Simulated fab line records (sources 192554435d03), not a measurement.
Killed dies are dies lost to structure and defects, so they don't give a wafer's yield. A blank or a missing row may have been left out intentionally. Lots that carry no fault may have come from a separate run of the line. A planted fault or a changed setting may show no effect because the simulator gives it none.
The tool behind it: which one? | flow n5Finfet | 9 lots with 27 wafers sampled at 5 steps, on a route of 1938 steps

## WHAT THE GAUGES READ, wafer by wafer
N5_DUMMY_GATE_OVL_MEAS_16.
lot  | measured    | on         | GATE_OVL (nm)
L302 | day 3 02:23 | overlay-01 | -0.4 -0.6 -0.5
L305 | day 3 22:08 | overlay-01 | -0.8 -1.1 0.1
L308 | day 4 10:05 | overlay-02 | -0.6 0.0 0.5
L315 | day 6 10:41 | overlay-02 | -4.4 -11.0 -4.8
L316 | day 6 11:50 | overlay-01 | -4.9 -4.8 1.0
L320 | day 7 11:25 | overlay-01 | -1.0 -1.3 -0.8
L321 | day 7 15:23 | overlay-01 | 0.1 -0.1 0.0
L323 | day 8 04:26 | overlay-02 | -0.6 -1.3 -1.2
L325 | day 8 18:31 | overlay-02 | -0.4 -0.3 -0.4

## WHAT TOOL EACH LOT RAN ON (gives the tool, then ch and the chambers of the sampled wafers, and finally the start)
lot  | N5_STI_FIN_REVEAL_ALD_14        | N5_STI_FIN_REVEAL_OXIDATION_33     | N5_DUMMY_GATE_CMP_04         | N5_DUMMY_GATE_HM_DEP_06
L302 | aldSin-02 ch 0,1,2, day 2 04:26 | plasmaAsher-01 ch 0,1, day 2 13:02 | cmp-04 ch 0,1,2, day 2 21:55 | lpcvd-02 ch 1/15,1/34,1/39, day 2 22:05
L305 | aldSin-01 ch 1,2, day 3 00:15   | plasmaAsher-02 ch 0,1, day 3 09:11 | cmp-02 ch 0,2,3, day 3 15:40 | lpcvd-01 ch 0/40,0/50,0/64, day 3 15:52
L308 | aldSin-04 ch 1,3, day 3 15:50   | plasmaAsher-01 ch 0,1, day 4 00:24 | cmp-03 ch 1,2,3, day 4 05:23 | lpcvd-02 ch 1/40,1/50,1/64, day 4 05:39
L315 | aldSin-01 ch 0,1,3, day 5 12:50 | plasmaAsher-01 ch 0,1, day 5 21:11 | cmp-03 ch 1,3, day 6 02:23   | lpcvd-01 ch 0/100,0/114,0/90, day 6 06:16
L316 | aldSin-04 ch 1,2, day 5 17:20   | plasmaAsher-01 ch 0,1, day 6 01:49 | cmp-02 ch 1,3, day 6 06:25   | lpcvd-02 ch 1/100,1/109,1/95, day 6 07:22
L320 | aldSin-04 ch 0,2, day 6 17:59   | plasmaAsher-01 ch 0,1, day 7 02:31 | cmp-02 ch 0,1,3, day 7 06:43 | lpcvd-01 ch 1/50,1/54,1/64, day 7 06:59
L321 | aldSin-02 ch 0,1,3, day 6 22:04 | plasmaAsher-02 ch 0,1, day 7 06:28 | cmp-02 ch 0,1,3, day 7 10:43 | lpcvd-02 ch 1/65,1/70,1/79, day 7 10:58
L323 | aldSin-04 ch 0,1,2, day 7 10:16 | plasmaAsher-02 ch 0,1, day 7 19:19 | cmp-04 ch 1,2,3, day 7 23:52 | lpcvd-02 ch 1/100,1/104,1/95, day 8 00:08
L325 | aldSin-01 ch 0,1,3, day 8 00:40 | plasmaAsher-02 ch 0,1, day 8 09:08 | cmp-04 ch 0,1,2, day 8 13:58 | lpcvd-01 ch 0/45,0/54,0/59, day 8 14:12
- N5_STI_FIN_REVEAL_ALD_14: deposits Si3N4, target thk 3 nm.
- N5_STI_FIN_REVEAL_OXIDATION_33: chemistry O2 PLASMA REMOTE, time 20 s.
- N5_DUMMY_GATE_CMP_04: polishes a-Si.
- N5_DUMMY_GATE_HM_DEP_06: deposits SiNx from DCS/NH3, target thk 80 nm, time 5141 s.

## THE ANSWER, worked out from the rows above alone
Rule: what is usual is taken from the lots themselves. Put in order of their means at a reading, lots are off if they are a third of the lots or fewer, leave a main group of 4 or more, and stand apart from it by a gap of 3 or more times the standard deviation of the main group's means; of several such gaps the widest counts. A main group is skipped when, at the precision printed for the reading in the tables above, its means are all equal. Also off: a lot with no number at a reading for which 4 or more lots have one. Any other lot the step has rows for is counted as sound.
Off: L315, L316, at N5_DUMMY_GATE_OVL_MEAS_16 (GATE_OVL). The main group has a mean of -0.5 nm with a standard deviation of 0.39.
A tool fits if, at a process step before that reading, it ran every lot that is off, and no sound lot after the first of them. Gauges at N5_DUMMY_GATE_OVL_MEAS_16: tried the same way as those tools. No candidate that was tried fits.

## WHAT THE SIMULATOR PUT IN
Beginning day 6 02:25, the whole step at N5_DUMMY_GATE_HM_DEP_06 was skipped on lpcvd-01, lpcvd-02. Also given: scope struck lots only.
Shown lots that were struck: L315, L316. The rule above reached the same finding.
